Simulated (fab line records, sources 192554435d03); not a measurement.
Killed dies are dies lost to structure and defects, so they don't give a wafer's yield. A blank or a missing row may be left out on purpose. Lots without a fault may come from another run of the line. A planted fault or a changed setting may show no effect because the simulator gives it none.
Which tool did it? | flow n5_finfet | 10 lots, 28 wafers sampled, at 1 step of a route of 1938

WHAT THE GAUGES READ, wafer by wafer
N5_SD_EPI_N_EPI_MEAS_23.
lot  | measured    | on            | thk_nm (nm)
L643 | day 3 11:09 | film_metro-02 | 57.9 58.1 58.3
L646 | day 4 03:46 | film_metro-01 | 58.3 59.0 59.4
L648 | day 4 16:05 | film_metro-02 | 58.5 58.4 59.3
L652 | day 5 18:53 | film_metro-01 | 58.1 59.9 60.4
L653 | day 5 23:43 | film_metro-01 | 59.5 58.7 58.0
L654 | day 6 08:01 | film_metro-02 | 58.3 60.0 57.8
L655 | day 6 09:04 | film_metro-01 | 58.5 57.2 58.0
L661 | day 8 17:31 | film_metro-01 | 56.9 57.8
L660 | day 9 01:46 | film_metro-02 | 58.3 60.6 58.3
L665 | day 9 09:15 | film_metro-02 | 58.4 56.7

WHICH TOOL RAN EACH LOT (tool, then ch and the chambers of the sampled wafers, then the start)
The record holds no process step before these readings.

THE ANSWER, worked out from the rows above alone
Rule: what is usual is taken from the lots themselves. Put in order of their means at a reading, lots are off if they are a third of the lots or fewer, leave a main group of 4 or more, and stand apart from it by a gap of 3 or more times the standard deviation of the main group's means; of several such gaps the widest counts. A main group whose means are all the same, to the digits that the tables above print for the reading, isn't used. A lot without any number at a reading at which 4 lots or more have one is off too. The other lots that the step has rows for count as sound.
No lot is off at any reading shown: from this, nothing can be told.

WHAT THE SIMULATOR HAD PUT IN
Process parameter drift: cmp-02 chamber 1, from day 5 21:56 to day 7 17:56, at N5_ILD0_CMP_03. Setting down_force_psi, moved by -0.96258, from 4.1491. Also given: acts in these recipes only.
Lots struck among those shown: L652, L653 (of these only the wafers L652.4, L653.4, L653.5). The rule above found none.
